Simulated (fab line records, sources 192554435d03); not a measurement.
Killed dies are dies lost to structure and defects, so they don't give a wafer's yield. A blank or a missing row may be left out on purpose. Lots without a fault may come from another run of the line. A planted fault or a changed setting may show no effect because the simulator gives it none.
A struck lot beside a sound one | flow n5_finfet | 19 steps out of a route of 1938
Sound: wafers L991.4, L991.5, L991.6. Struck: wafer L997.2. (L997.4, L997.6 of the same lot were not struck and are left out.) The cause comes at the end.
At each step with rows: each side's tool, then ch and its chambers, then its first start. Under that, the readings that differ: sound wafers | struck wafers | difference of the means | sigmas: that difference in standard deviations of wafers without a fault.
alike: readings whose means differ by less than 2 such deviations, and words and numbers that are the same on both sides. not compared: withheld readings, readings that some wafer has no value for, bounds like >300 that may hide the same value, and numbers for which the record gives no deviation and whose values overlap.
The two part at a step that has a row with sigmas, a row that says differs or no value, or rows on one side only. Numbers that don't overlap but have no deviation are shown without sigmas and don't part them. A reading that every wafer of one side lacks parts them only if that side has two wafers or more.

first, 2 steps without rows for these wafers: N5_BEOL_M12_ETCH_68 (etches SOC in N2/H2, time 285 s); N5_BEOL_M12_STRIP_69 (strips in N2/H2).
N5_BEOL_M12_TRENCH_ETCH_34: etches SiOC in C4F8/O2/Ar, target depth 318.95 nm, time 125.5 s.
  sound on rie_diel-01 ch 0,2,3, day 11 11:55; struck on rie_diel-03 ch 3, day 12 16:17
  reading                | sound | struck | difference                   | sigmas
  rf_hours_counter_h (h) | - - - | 202    | no value on the sound wafers |
  alike: C4F8_flow_sccm, O2_flow_sccm, drypump_motor_current_A, oes_product_au, rf_fwd_power_W, rf_vpp_V, showerhead_plenum_p_Torr, throttle_valve_pct
then, 1 step without rows for these wafers: N5_BEOL_M12_STRIP_70 (strips in C4F8/O2/Ar).
N5_BEOL_M12_OCD_MEAS_35:
  sound on ocd-01, day 11 12:01; struck on ocd-02, day 12 16:27
  alike: trench_depth_nm
N5_BEOL_M12_STRIP_37: strips in N2/H2.
  sound on plasma_asher-01 ch 0,1, day 11 12:05; struck on plasma_asher-02 ch 0, day 12 16:29
  reading                | sound       | struck | difference                   | sigmas
  heater_power_w (W)     | 371 367 329 | 299    | -57                          | -2
  rf_hours_counter_h (h) | - - -       | 125    | no value on the sound wafers |
  alike: drypump_motor_current_A, oes_product_au
then, 3 steps without rows for these wafers: N5_BEOL_M12_ETCH_38 (etches SiCN in CF4/N2, target depth 68.7 nm, time 73.4 s); N5_BEOL_M12_PRECLEAN_39 (cleans in residue remover, time 60 s); N5_BEOL_M12_SRD_40 (time 30 s, dry time 30 s).
N5_BEOL_M12_DEGAS_41: time 60 s.
  sound on pvd_sputter-01, day 11 14:11; struck on pvd_sputter-01, day 12 19:38
  alike: heater_power_w
N5_BEOL_M12_PRE_CLEAN_42: time 30 s.
  sound on pvd_sputter-01, day 11 14:13; struck on pvd_sputter-01, day 12 19:40
  alike: heater_power_w
N5_BEOL_M12_SPUTTER_43: material TaN, target thk 15 nm, time 24.19 s.
  sound on pvd_sputter-01, day 11 14:16; struck on pvd_sputter-01, day 12 19:43
  alike: throttle_valve_pct
N5_BEOL_M12_SPUTTER_44: material Ta, target thk 10 nm, time 16.13 s.
  sound on pvd_sputter-01, day 11 14:20; struck on pvd_sputter-01, day 12 19:47
  reading                                     | sound        | struck | difference | sigmas
  model.Ta_of_BEOL_M12_SPUTTER_44.thk_nm (nm) | 10.2 10 10.2 | 7      | -3         |
  alike: throttle_valve_pct
then, 3 steps without rows for these wafers: N5_BEOL_M12_SPUTTER_45 (material Cu, target thk 80 nm, time 13.33 s); N5_BEOL_M12_ECD_47 (material Cu, target thk 720 nm); N5_BEOL_M12_ANNEAL_48 (time 90 s).
N5_BEOL_M12_CMP_49: polishes, stops on SiOC, t overpolish 20.6 s, target thk 320 nm.
  sound on cmp-04 ch 2,3, day 11 15:02; struck on cmp-04 ch 1, day 12 20:25
  reading                      | sound          | struck | difference | sigmas
  barrier_field_endpoint_s (s) | 30.6 30.2 31.4 | 25.7   | -5.0       | -7
  alike: edge_zone_pressure_frac, head_pressure_psi, motor_current_A
N5_BEOL_M12_THK_MEAS_50: measures by xrf.
  sound on film_metro-01, day 11 15:18; struck on film_metro-01, day 12 20:43
  alike: M12_THK
N5_PASSIVATION_PROBE_49:
  the record has rows for the sound wafers here (prober-01, day 13 03:59) and none for the struck ones

WHERE THEY PART
First at N5_BEOL_M12_TRENCH_ETCH_34; last, within this record, at N5_PASSIVATION_PROBE_49.

WHY: what the simulator had put in
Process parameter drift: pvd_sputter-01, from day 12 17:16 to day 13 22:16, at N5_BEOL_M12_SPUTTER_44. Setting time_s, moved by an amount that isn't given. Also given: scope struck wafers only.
